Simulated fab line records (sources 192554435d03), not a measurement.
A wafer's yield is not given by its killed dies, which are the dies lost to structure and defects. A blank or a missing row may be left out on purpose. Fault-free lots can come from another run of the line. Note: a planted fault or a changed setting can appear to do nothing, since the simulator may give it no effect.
fab line records	flow n5Finfet
record lots=9	wafers=26	lastDay=19
route steps=1938 shown BEOL_M4@1111 BEOL_M8@1387 BEOL_M9@1401 PASSIVATION@1936
lots that met no fault: taken from a fault-free run of the same line
startH: hours from the record's first day to the start of the lot's first wafer shown	waitH: hours from the lot's prior step to this one	" identical to the entry in the row above	L1.1+2: one row covering several wafers at once	- value missing, or start not given	* or withheld: withheld	< > ~ a bound
route shown NAME@n: a module of which the file shows steps, and the number in the route of the first	usual: average and standard deviation across the fault-free wafers	same: alike in all rows	chamber/n: place in a boat	sites: each site's reading	_std_site: the values' standard deviation	_edge_site: outer sites' mean less inner sites'	radiusMm: how far each site lies from the wafer's centre	mask NAME#n: copy n	behind: tool/chamber where the wafer was last shaped	hold: the reason the lot was held/the length of the hold in hours/how it ended	device: the n, p or np transistor that did not switch	end of line: the route-end tests of the same wafers	step lacking rows: just its recipe	killed: at the first sort, the dies lost to defects and structure; wafer yield is something else	map: a wafer's dies, marking killed ones x, the rest . and places with no die _
set.NAME: the setting the step ran with; set.NAME@STEP: the setting that earlier step ran with	model.NAME: the simulator's own value behind a step, which no gauge read
a sample of lots followed through the steps of the route, with each step as a table and each wafer as a row
services: a tool's chamber out of use, with start hour (startH, from the record's first day; less than 0 if before it), hours out, and reason
## steps
# step N5_BEOL_M4_RC_MEAS_101
# usual DIBL_N=36.1/1.6	DIBL_P=35.8/2	IOFF_N=0.157/0.029	IOFF_P=0.21/0.034	ION_N=677/13	ION_P=465/8.1	SS_N=71.3/0.61	SS_P=73.2/0.65	VT_N=249/3.3	VT_P=-250/3.2
lot.wafer	tool	chamber	startH	waitH	DIBL_N[mV/V]	DIBL_P[mV/V]	IOFF_N[nA/um]	IOFF_P[nA/um]	ION_N[uA/um]	ION_P[uA/um]	SS_N[mV/dec]	SS_P[mV/dec]	VT_N[mV]	VT_P[mV]
L550.1	prober-02	0	205.39	0.0	37.6	37.7	0.208	0.24	694	467	71.5	74.4	245	-250
L550.3	"	0	"	"	35.0	34.2	0.148	0.19	678	468	71.5	73.2	247	-250
L550.5	"	0	"	"	36.7	37.0	0.181	0.23	676	460	71.1	73.8	247	-248
L553.2	prober-01	0	217.49	0.2	33.4	31.8	0.111	0.16	658	455	70.3	72.7	254	-255
L553.4	"	0	"	"	35.9	34.4	0.152	0.20	693	473	70.8	72.9	248	-249
L553.6	"	0	"	"	33.6	31.7	0.112	0.16	679	467	70.9	72.5	253	-254
L555.1	prober-02	0	232.10	0.0	36.2	36.1	0.169	0.23	684	462	71.8	73.3	250	-249
L555.2	"	0	"	"	38.4	37.5	0.224	0.26	684	466	72.4	74.9	246	-246
L555.4	"	0	"	"	38.0	37.2	0.212	0.26	685	470	72.3	74.6	244	-248
L556.1	prober-01	0	240.27	0.0	34.5	34.7	0.136	0.18	683	459	70.8	73.2	250	-252
L556.3	"	0	"	"	35.3	34.3	0.138	0.16	655	444	71.7	73.0	251	-254
L556.4	"	0	"	"	35.4	34.9	0.137	0.17	667	452	71.6	72.5	249	-254
L558.1	prober-01	0	244.86	0.0	35.7	34.9	0.159	0.24	678	474	70.0	72.7	251	-242
L558.4	"	0	"	"	36.1	36.7	0.173	0.28	685	478	70.5	73.2	250	-245
L558.6	"	0	"	"	36.9	36.5	0.179	0.27	678	478	71.5	73.3	248	-244
L566.4	prober-01	0	293.02	0.7	35.4	34.9	0.128	0.20	654	456	70.9	72.7	254	-251
L566.6	"	0	"	"	35.3	35.1	0.133	0.21	672	468	70.9	72.8	252	-250
L568.2	prober-01	0	313.16	0.2	34.8	34.1	0.139	0.19	680	466	70.9	72.9	250	-251
L568.3	"	0	"	"	35.3	34.8	0.144	0.19	671	457	70.9	72.8	251	-251
L568.5	"	0	"	"	35.4	35.1	0.147	0.20	667	456	71.1	73.9	249	-253
L572.1	prober-02	0	325.05	0.0	37.0	38.1	0.190	0.24	696	478	70.9	74.2	244	-249
L572.3	"	0	"	"	38.2	39.0	0.210	0.25	696	474	71.6	73.7	242	-248
L572.4	"	0	"	"	36.7	37.3	0.182	0.23	685	468	71.7	73.2	248	-246
L573.1	prober-02	0	342.88	0.0	37.4	38.5	0.181	0.25	683	464	72.0	73.1	248	-249
L573.3	"	0	"	"	37.5	37.4	0.181	0.24	694	476	72.1	73.9	246	-248
L573.6	"	0	"	"	36.9	37.8	0.172	0.24	696	480	71.8	73.8	249	-249
# step N5_BEOL_M8_DEGAS_44
# recipe ambient=vacuum	tempC=250	timeS=60
# usual heaterPowerW=314/32
lot.wafer	tool	chamber	startH	waitH	heaterPowerW
L550.1	pvdSputter-02	-	247.02	0.5	352
L550.3	"	-	"	"	265
L550.5	"	-	"	"	302
L553.2	pvdSputter-03	-	256.98	0.7	337
L553.4	"	-	"	"	319
L553.6	"	-	"	"	297
L555.1	pvdSputter-01	-	277.24	0.3	300
L555.2	"	-	"	"	356
L555.4	"	-	"	"	261
L556.1	pvdSputter-03	-	283.00	0.8	337
L556.3	"	-	"	"	323
L556.4	"	-	"	"	301
L558.1	pvdSputter-02	-	285.59	0.9	295
L558.4	"	-	"	"	311
L558.6	"	-	"	"	256
L566.4	pvdSputter-03	-	334.23	0.5	301
L566.6	"	-	"	"	337
L568.2	pvdSputter-01	-	351.67	0.3	303
L568.3	"	-	"	"	266
L568.5	"	-	"	"	265
L572.1	pvdSputter-03	-	363.27	0.3	303
L572.3	"	-	"	"	325
L572.4	"	-	"	"	299
L573.1	pvdSputter-03	-	383.77	0.5	305
L573.3	"	-	"	"	321
L573.6	"	-	"	"	302
# step N5_BEOL_M8_CMP_52
# recipe stopOn=SiCOH_lowk	tOverpolishS=6.9	downForcePsi=1	platenRpm=50	clearingPlatenDownForcePsi=1.5	clearingPlatenRpm=50	postCmpClean=cuAlkaline	targetThkNm=80	clearingPlatenPadVelocityMS=0.99484	padVelocityMS=0.99484
# usual barrierFieldEndpointS=28.9/0.82	edgeZonePressureFrac=1.000/0.0052	motorCurrentA=5.8/0.48	overpolishRunS=6.900/0.01	retainingRingPressureFrac=1.000/0.0046	timeToEndpointS=61/3.3
lot.wafer	tool	chamber	startH	waitH	barrierFieldEndpointS	edgeZonePressureFrac	motorCurrentA	overpolishRunS	retainingRingPressureFrac	timeToEndpointS
L550.1	cmp-03	2	248.71	0.3	28.4	1.006	6.5	6.890	0.998	61
L550.3	"	3	"	"	30.0	1.000	5.9	6.901	0.999	64
L550.5	"	2	"	"	28.9	0.995	6.3	6.897	1.002	58
L553.2	cmp-04	2	258.13	0.2	28.7	0.992	6.0	6.889	0.998	63
L553.4	"	1	"	"	28.9	0.999	6.6	6.908	0.998	63
L553.6	"	2	"	"	29.7	0.996	5.8	6.882	0.993	66
L555.2	cmp-03	0	278.31	0.2	29.4	0.995	5.1	6.890	0.996	65
L555.1	"	2	"	"	29.0	1.002	6.1	6.897	0.991	58
L555.4	"	3	"	"	30.8	1.001	6.0	6.877	0.999	65
L556.3	cmp-03	2	284.57	0.2	28.2	1.007	6.2	6.893	1.003	57
L556.1	"	3	"	"	29.5	0.998	5.4	6.888	0.999	61
L556.4	"	0	"	"	28.5	1.002	4.9	6.901	1.002	58
L558.1	cmp-04	1	287.08	0.3	29.2	0.988	7.2	6.904	1.005	60
L558.4	"	2	"	"	29.6	1.008	6.0	6.902	0.997	66
L558.6	"	0	"	"	31.9	0.998	5.9	6.907	0.997	70
L566.4	cmp-03	1	335.37	0.1	29.4	0.993	5.5	6.895	1.004	63
L566.6	"	1	"	"	46.9	0.992	5.4	0.041	0.997	80
L568.2	cmp-03	3	353.33	0.3	30.1	1.013	5.7	6.886	1.007	65
L568.3	"	0	"	"	46.9	1.012	5.1	0.033	1.001	82
L568.5	"	1	"	"	29.6	1.005	5.2	6.904	0.998	63
L572.1	cmp-04	3	365.60	0.3	29.3	1.009	5.2	6.900	0.990	66
L572.4	"	0	"	"	29.3	1.006	6.1	6.913	0.998	65
L572.3	"	2	"	"	28.3	0.994	6.4	6.908	1.003	64
L573.3	cmp-04	2	385.65	0.2	28.5	1.000	5.8	6.911	1.001	62
L573.1	"	0	"	"	28.8	0.994	5.6	6.902	0.991	65
L573.6	"	2	"	"	29.1	0.999	5.6	6.904	1.000	63
# step N5_BEOL_M8_THK_MEAS_53
# recipe thkMeasGauge=xrf	reads=Cu_of_BEOL_M8_ECD_50
# usual M8_THK=80.2/2.2
lot.wafer	tool	chamber	startH	waitH	M8_THK[nm]
L550.1	filmMetro-02	-	249.00	-	80.8
L550.3	"	-	"	"	83.4
L550.5	"	-	"	"	81.0
L553.2	filmMetro-01	-	258.43	-	82.3
L553.4	"	-	"	"	76.9
L553.6	"	-	"	"	83.3
L555.1	filmMetro-01	-	278.61	-	77.3
L555.2	"	-	"	"	78.7
L555.4	"	-	"	"	82.0
L556.1	filmMetro-01	-	284.82	-	79.9
L556.3	"	-	"	"	80.6
L556.4	"	-	"	"	80.7
L558.1	filmMetro-01	-	287.34	-	78.8
L558.4	"	-	"	"	78.3
L558.6	"	-	"	"	83.8
L566.4	filmMetro-01	-	335.67	-	83.7
L566.6	"	-	"	"	182.0
L568.2	filmMetro-02	-	353.54	-	80.4
L568.3	"	-	"	"	183.2
L568.5	"	-	"	"	77.7
L572.1	filmMetro-02	-	365.89	-	81.9
L572.3	"	-	"	"	82.6
L572.4	"	-	"	"	83.7
L573.1	filmMetro-01	-	385.95	-	81.9
L573.3	"	-	"	"	77.4
L573.6	"	-	"	"	77.1
# step N5_BEOL_M8_DEP_56
# recipe material=SiCN	targetThkA=100	tempC=withheld	precursor=3MS/NH3	pressureTorr=3	rfW=202	timeS=17.5
# usual showerheadPlenumPTorr=3.662/0.014	throttleValvePct=9.4/0.59
lot.wafer	tool	chamber	startH	waitH	showerheadPlenumPTorr	throttleValvePct
L550.1	pecvd-02	2	249.07	0.0	3.650	8.9
L550.3	"	0	"	"	3.679	9.8
L550.5	"	0	"	"	3.677	9.9
L553.2	pecvd-04	0	258.50	0.0	3.660	9.2
L553.4	"	0	"	"	3.663	9.0
L553.6	"	0	"	"	3.663	9.1
L555.1	pecvd-04	1	278.67	0.0	3.665	9.4
L555.2	"	0	"	"	3.668	8.9
L555.4	"	2	"	"	3.642	8.7
L556.1	pecvd-03	2	284.89	0.0	3.679	8.6
L556.3	"	1	"	"	3.665	9.8
L556.4	"	2	"	"	3.670	8.6
L558.1	pecvd-03	2	287.40	0.0	3.673	8.2
L558.4	"	1	"	"	3.664	10.0
L558.6	"	2	"	"	3.676	8.4
L566.4	pecvd-04	0	335.75	0.0	3.671	9.3
L566.6	"	2	"	"	3.637	8.8
L568.2	pecvd-04	2	353.61	0.0	3.639	9.0
L568.3	"	1	"	"	3.662	9.5
L568.5	"	2	"	"	3.635	8.4
L572.1	pecvd-02	2	365.96	0.0	3.656	9.2
L572.3	"	1	"	"	3.649	9.9
L572.4	"	1	"	"	3.651	9.8
L573.1	pecvd-04	2	386.02	0.0	3.642	8.6
L573.3	"	0	"	"	3.665	9.0
L573.6	"	0	"	"	3.661	9.0
# step N5_BEOL_M8_INSPECT_58
# recipe inspectInstrument=darkfield	mode=postDep
# usual rawDefectCount=67/18
lot.wafer	tool	chamber	startH	waitH	rawDefectCount
L550.1	defectInspect-01	-	249.17	0.0	36
L550.3	"	-	"	"	43
L550.5	"	-	"	"	58
L553.2	defectInspect-02	-	258.62	0.0	45
L553.4	"	-	"	"	90
L553.6	"	-	"	"	58
L555.1	defectInspect-01	-	278.76	0.0	49
L555.2	"	-	"	"	67
L555.4	"	-	"	"	45
L556.1	defectInspect-02	-	284.98	0.0	56
L556.3	"	-	"	"	69
L556.4	"	-	"	"	67
L558.1	defectInspect-01	-	287.49	0.0	52
L558.4	"	-	"	"	61
L558.6	"	-	"	"	53
L566.4	defectInspect-01	-	335.83	0.0	74
L566.6	"	-	"	"	1041
L568.2	defectInspect-02	-	353.70	0.0	55
L568.3	"	-	"	"	1115
L568.5	"	-	"	"	44
L572.1	defectInspect-02	-	366.05	0.0	67
L572.3	"	-	"	"	50
L572.4	"	-	"	"	67
L573.1	defectInspect-01	-	386.13	0.0	45
L573.3	"	-	"	"	61
L573.6	"	-	"	"	79
# step N5_BEOL_M9_ILD_DEP_00
# recipe material=SiCOH_lowk	targetThkA=3085.1	tempC=300	precursor=DEMS/porogen	pressureTorr=5	rfW=500	timeS=58
# usual heaterPowerW=294/41	showerheadPlenumPTorr=5.739/0.017	throttleValvePct=13.9/0.95
lot.wafer	tool	chamber	startH	waitH	heaterPowerW	showerheadPlenumPTorr	throttleValvePct
L550.1	pecvd-04	2	249.21	0.0	305	5.695	13.2
L550.3	"	1	"	"	273	5.737	14.4
L550.5	"	0	"	"	356	5.743	14.2
L553.2	pecvd-04	1	258.65	0.0	236	5.752	14.5
L553.4	"	0	"	"	358	5.742	14.2
L553.6	"	1	"	"	265	5.736	14.3
L555.1	pecvd-01	2	278.80	0.0	291	5.757	12.3
L555.2	"	0	"	"	243	5.758	13.2
L555.4	"	2	"	"	289	5.745	12.7
L556.1	pecvd-04	1	285.02	0.0	277	5.759	14.5
L556.3	"	2	"	"	329	5.706	13.3
L556.4	"	1	"	"	284	5.740	14.4
L558.1	pecvd-04	0	287.53	0.0	360	5.728	14.0
L558.4	"	1	"	"	269	5.736	14.5
L558.6	"	0	"	"	367	5.740	13.8
L566.4	pecvd-03	1	335.89	0.1	294	5.737	15.4
L568.2	pecvd-04	2	353.74	0.0	260	5.709	13.3
L568.5	"	2	"	"	273	5.704	13.6
L572.1	pecvd-03	1	366.09	0.0	287	5.746	15.2
L572.3	"	0	"	"	368	5.739	15.9
L572.4	"	0	"	"	372	5.738	16.1
L573.1	pecvd-04	0	386.17	0.0	369	5.748	13.9
L573.3	"	2	"	"	259	5.708	13.4
L573.6	"	2	"	"	272	5.693	13.4
# step N5_PASSIVATION_PROBE_49
# usual defectLimitedYield=91.0/1.4	killed_at_M0_to_M3=33/11	killed_at_M4_up=14/5	killedAtContacts=11/7.3	killedAtFrontEnd=43/12	killedAtOther=4/3.1	killedDies=106/17	killedOnRim=14/3.8	killedOpen=69/13	killedShort=34/8.7	sort_bin_5_function=5.2/0.96	sort_bin_6_memory=3.3/0.66	sortNPass=1074/17	sortYieldPct=91.0/1.4
# same grossDies=1180	killedAtBackSide=0	sort_bin_4_leakage[%]=0	sort_bin_8_speed[%]=0
lot.wafer	tool	chamber	startH	waitH	defectLimitedYield[%]	killed_at_M0_to_M3	killed_at_M4_up	killedAtContacts	killedAtFrontEnd	killedAtOther	killedDies	killedOnRim	killedOpen	killedShort	sort_bin_5_function[%]	sort_bin_6_memory[%]	sortNPass	sortYieldPct[%]
L566.4	prober-01	-	404.04	0.2	92.3	30	11	3	38	9	91	13	62	26	4.6	2.9	1089	92.3
L566.6	prober-01	-	404.14	0.3	0	39	1088	2	47	4	1180	152	77	31	5.8	3.4	0	0
L568.2	prober-01	-	424.99	0.1	92.1	28	10	10	43	2	93	9	64	26	4.5	3.1	1087	92.1
L568.3	prober-01	-	425.04	0.1	0	17	1113	10	39	1	1180	152	47	23	3.4	2.5	0	0
L568.5	prober-01	-	425.14	0.2	92.4	24	12	20	32	2	90	10	61	28	4.6	3.0	1090	92.4
# killed by level:class
L566.4 STI_FIN_REVEAL:geometricParticle:open=20 BEOL_M1:geometricParticle:open=7 BEOL_M3:geometricParticle:open=6 DUMMY_GATE:geometricParticle:open=5 BEOL_M2:geometricParticle:open=5 GATE_CUT:geometricParticle:short=4 BEOL_M0_SAQP:geometricParticle:open=4 MIM_TOP_ETCH:geometricParticle:short=4
L566.6 BEOL_M8:areaCmp=1071 STI_FIN_REVEAL:geometricParticle:open=13 BEOL_M3:geometricParticle:open=10 GATE_CUT:geometricParticle:short=9 BEOL_M4:geometricParticle:open=8 ILD0:geometricParticle:open=7 BEOL_M0_SAQP:geometricParticle:open=7 BEOL_M2:geometricParticle:open=7
L568.2 FIN_SAQP:geometricParticle:open=10 MOL_CONTACT_COAG:geometricParticle:open=8 BEOL_M0_SAQP:geometricParticle:open=8 FIN_SAQP:geometricParticle:short=7 STI_FIN_REVEAL:geometricParticle:open=7 BEOL_M0:geometricParticle:open=6 BEOL_M0_SAQP:geometricParticle:short=6 DUMMY_GATE:geometricParticle:open=4
L568.3 BEOL_M8:areaCmp=1106 FIN_SAQP:geometricParticle:short=13 FIN_SAQP:geometricParticle:open=10 MOL_CONTACT_COAG:geometricParticle:open=10 BEOL_M2:geometricParticle:open=8 DUMMY_GATE:geometricParticle:open=5 BEOL_M0_SAQP:geometricParticle:open=3 STI_FIN_REVEAL:geometricParticle:open=2
L568.5 MOL_CONTACT_COAG:geometricParticle:open=18 BEOL_M3:geometricParticle:open=11 STI_FIN_REVEAL:geometricParticle:open=7 STI_FIN_REVEAL:geometricParticle:short=6 BEOL_M0_SAQP:geometricParticle:short=4 BEOL_M5:geometricParticle:open=4 FIN_SAQP:geometricParticle:open=3 FIN_SAQP:geometricParticle:short=3
## services
tool	chamber	startH	hours	kind
pecvd-02	-	223.37	1.4	repair
pecvd-02	0	226.94	5.0	scheduledDown
cmp-04	-	231.61	7.9	repair
pecvd-04	2	258.08	2.1	scheduledDown
pecvd-02	1	260.62	5.5	scheduledDown
cmp-04	-	273.48	0.8	repair
pecvd-01	1	292.97	3.6	repair
pecvd-04	0	292.97	2.1	scheduledDown
pecvd-01	-	297.04	28.1	pm
cmp-03	-	303.28	0.5	repair
cmp-04	-	323.84	1.4	repair
pecvd-03	-	331.36	0.6	repair
pecvd-03	2	335.42	2.1	scheduledDown
cmp-03	-	335.78	5.1	pm
cmp-04	-	351.66	1.4	repair
pvdSputter-03	-	353.36	1.1	repair
pecvd-03	1	354.73	2.1	scheduledDown
pvdSputter-03	-	355.01	3.2	repair
pecvd-02	-	376.57	1.0	repair
pecvd-01	-	377.41	1.3	repair
pecvd-04	1	383.62	-	clean
pecvd-04	1	383.62	-	consumableReplace:showerhead
pecvd-04	1	383.62	29.0	scheduledDown
pecvd-04	1	383.62	29.0	ventCycle
## key
firstSign step=N5_BEOL_M8_CMP_52	reading=overpolishRunS	direction=down	sigmas=99+	usual=6.900	struck=0.037
effect step=N5_BEOL_M8_CMP_52	reading=barrierFieldEndpointS	direction=up	sigmas=22	usual=28.9	struck=46.9
effect step=N5_BEOL_M8_THK_MEAS_53	reading=M8_THK	direction=up	sigmas=47	usual=80.2	struck=182.6
effect step=N5_BEOL_M8_INSPECT_58	reading=rawDefectCount	direction=up	sigmas=56	usual=67	struck=1078
effect step=N5_PASSIVATION_PROBE_49	reading=killed_at_M4_up	direction=up	sigmas=99+	usual=14	struck=1100
moreKillsBornAt N5_BEOL_M8_CMP_52@cmp-03=2177
metAt N5_BEOL_M8_CMP_52
struckLots L566,L568
struckWafers L566.6,L568.3
laterRowsLeftOut L566.6,L568.3
notActingAt N5_BEOL_M8_DEGAS_44,N5_BEOL_M8_DEP_56,N5_BEOL_M9_ILD_DEP_00
onsetBetween 284.57 335.37
fault kind=processParameterDrift	tool=cmp-03	chamber=-	onsetH=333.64	steps=N5_BEOL_M8_CMP_52	channel=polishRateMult	offset=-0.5	shape=step	endH=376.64	scope=struckWafersOnly
# laterRowsLeftOut: the simulator's readings of these wafers behind a module that went badly wrong aren't trusted and aren't shown, but for the sort
